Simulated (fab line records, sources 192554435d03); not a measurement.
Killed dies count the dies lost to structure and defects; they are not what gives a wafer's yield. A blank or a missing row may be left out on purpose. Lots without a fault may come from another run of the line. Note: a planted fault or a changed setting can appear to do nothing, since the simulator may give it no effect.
A lot that was struck, set against a sound lot	flow n5 finfet	33 out of 1938 route steps
Sound: wafers L876.3, L876.5, L876.6. Wafers L880.1, L880.3, L880.4 were the ones struck. The cause is named last.
Each step with rows lists, per side, the tool, then ch with its chambers, then its first start. Under that, the readings that differ: sound wafers	struck wafers	difference of the means	sigmas: that difference in standard deviations of wafers without a fault.
alike: readings with means less than 2 such deviations apart, plus words and numbers identical on both sides. not compared: withheld readings, readings lacking a value on some wafer, bounds such as >300 that could conceal the same value, and numbers that have no deviation in the record and whose values overlap.
Wherever a step has rows on one side only, a row that says differs or no value, or a row with sigmas, the two part there. Numbers that have no deviation but don't overlap get no sigmas and don't part them. Lack of a reading on every wafer of one side parts them only where that side has two or more wafers.

first, 1 step without rows for these wafers: N5_BEOL_M5_CMP_52 (polishes, stops on SiCOH lowk, t overpolish 6.9 s, target thk 62 nm).
N5_BEOL_M5_THK_MEAS_53: measures by xrf.
  sound: film metro-02 at day 9 00:23; struck: film metro-02 at day 10 03:33
  alike: M5_THK
then, 1 step without rows for these wafers: N5_BEOL_M5_PRE_CLEAN_77 (time 15 s).
N5_BEOL_M5_CO_CAP_78: material Co, precursor CCTBA/H2, target thk 2 nm, time 102.1 s.
  sound on cvd co-02 ch 0,1, day 9 00:28; struck on cvd co-02 ch 0,1, day 10 03:39
  alike: heater power w
  not compared: since wet clean h
then, 1 step without rows for these wafers: N5_BEOL_M5_PRE_CLEAN_55 (time 15 s).
N5_BEOL_M5_DEP_56: deposits SiCN from 3MS/NH3, target thk 8 nm, time 14 s.
  sound on pecvd-03 ch 1,2, day 9 00:35; struck on pecvd-01 ch 1,2, day 10 03:48
  alike: chamber pressure Torr, rf fwd power W, showerhead plenum p Torr, throttle valve pct
  not compared: since wet clean h
N5_BEOL_M5_RS_MEAS_57: measurement is done with a four-point probe.
  sound: film metro-02 at day 9 00:39; struck: film metro-02 at day 10 03:52
  alike: M5_RS
N5_BEOL_M5_INSPECT_58: inspects for defects (darkfield).
  sound: defect inspect-01 at day 9 00:41; struck: defect inspect-01 at day 10 03:53
  alike: raw defect count
then, 1 step without rows for these wafers: N5_BEOL_M6_ILD_DEP_00 (deposits SiCOH lowk from DEMS/porogen, target thk 179.75 nm, time 33.4 s).
N5_BEOL_M6_CURE_74: cures SiCOH lowk, time 240 s.
  sound on uv cure-02 ch 2, day 9 00:57; struck on uv cure-02 ch 2, day 10 04:01
  alike: lamp power pct, wafer_temp_C_max
N5_BEOL_M6_THK_MEAS_01:
  sound: film metro-01 at day 9 01:18; struck: film metro-02 at day 10 05:01
  alike: M6_ILD_THK
then, 1 step without rows for these wafers: N5_BEOL_M6_PECVD_70 (deposits SiO2 from TEOS/O2, target thk 20 nm, time 22.7 s).
N5_BEOL_M6_HM_DEP_02: deposits TiN, target thk 20 nm.
  sound: pvd sputter-03 at day 9 02:31; struck: pvd sputter-02 at day 10 06:28
  no value came back on the struck wafers for chamber pressure pa (Pa), substrate temp c (C), throttle valve pct (%); on the sound wafers chamber pressure pa (Pa) reads 0.4999 0.4971 0.4996
then, 8 steps without rows for these wafers: N5_BEOL_M6_COAT_59 (time 60 s, resist thk 100 nm); N5_BEOL_M6_COAT_60 (time 60 s, resist thk 35 nm); N5_BEOL_M6_COAT_05 (resist thk 90 nm); N5_BEOL_M6_EBR_07; N5_BEOL_M6_SOFTBAKE_06 (time 60 s); N5_BEOL_M6_EXPOSE_08 (exposes mask M6); N5_BEOL_M6_PEB_09 (peb time 60 s); N5_BEOL_M6_DEVELOP_10 (develop time 30 s).
N5_BEOL_M6_CD_MEAS_11: the cd target is 38.5 nm.
  sound on cd sem-01 ch 0, day 9 03:01; struck on cd sem-02 ch 0, day 10 06:58
  alike: cd nm
N5_BEOL_M6_OVL_MEAS_12:
  sound on overlay-01 ch 0, day 9 03:02; struck on overlay-01 ch 0, day 10 07:00
  alike: M6_OVL
N5_BEOL_M6_INSPECT_13: inspects for defects (brightfield).
  sound: defect inspect-02 at day 9 03:04; struck: defect inspect-01 at day 10 07:01
  alike: raw defect count
then, 2 steps without rows for these wafers: N5_BEOL_M6_DESCUM_16 (chemistry O2, time 7.9 s); N5_BEOL_M6_ETCH_61 (etches SiARC in CF4, target depth 45.5 nm, time 75.8 s).
N5_BEOL_M6_ETCH_62: etches SOC in N2/H2, target depth 110 nm, overetch 22 nm, time 165 s.
  sound on rie diel-06 ch 0,1, day 9 03:11; struck on rie diel-01 ch 1,2,3, day 10 07:26
  alike: chamber pressure mTorr, drypump motor current A, oes product au, rf vpp V, showerhead plenum p Torr, throttle valve pct
  not compared: rf hours counter h
then, 1 step without rows for these wafers: N5_BEOL_M6_STRIP_68 (strips in N2/H2).
N5_BEOL_M6_STRIP_67: strips in CF4.
  sound on rie diel-06 ch 0,1, day 9 03:20; struck on rie diel-01 ch 1,2,3, day 10 07:35
  alike: bias power w, chamber pressure mTorr, drypump motor current A, oes product au, rf vpp V, showerhead plenum p Torr, throttle valve pct
  not compared: rf hours counter h
N5_BEOL_M6_HM_OPEN_17: chemistry Cl2/BCl3, target TiN, target depth 20 nm, overetch 6 nm.
  sound on rie metal-03 ch 0,1, day 9 03:24; struck on rie metal-01 ch 0,1, day 10 07:38
reading	sound	struck	difference	sigmas
oes product au (a.u.)	0.61 0.61 0.80	0.26 0.30 0.26	-0.40	-5
throttle valve pct (%)	22.38 22.38 22.00	22.81 22.91 22.83	+0.60	+3
model.etch.depth nm (nm)	20.28 20.27 20.12	0 0 0	-20	
  alike: chamber pressure mTorr, drypump motor current A, oes_ar_750_au
  not compared: rf hours counter h
then, 1 step without rows for these wafers: N5_BEOL_M6_STRIP_19 (strips in O2).
N5_BEOL_M6_CD_MEAS_18: pitch 80 nm, target cd 40 nm.
  sound: cd sem-02 at day 9 03:33; struck: cd sem-01 at day 10 07:49
reading	sound	struck	difference	sigmas
cd nm (nm)	39.7 40.1 40.5	- - -	no value on the struck wafers	
then, 1 step without rows for these wafers: N5_BEOL_M6_COAT_63 (time 60 s, resist thk 60 nm).

## WHERE THEY PART
First at N5_BEOL_M6_HM_DEP_02; last, within this record, at N5_BEOL_M6_CD_MEAS_18.

WHY: what the simulator had put in
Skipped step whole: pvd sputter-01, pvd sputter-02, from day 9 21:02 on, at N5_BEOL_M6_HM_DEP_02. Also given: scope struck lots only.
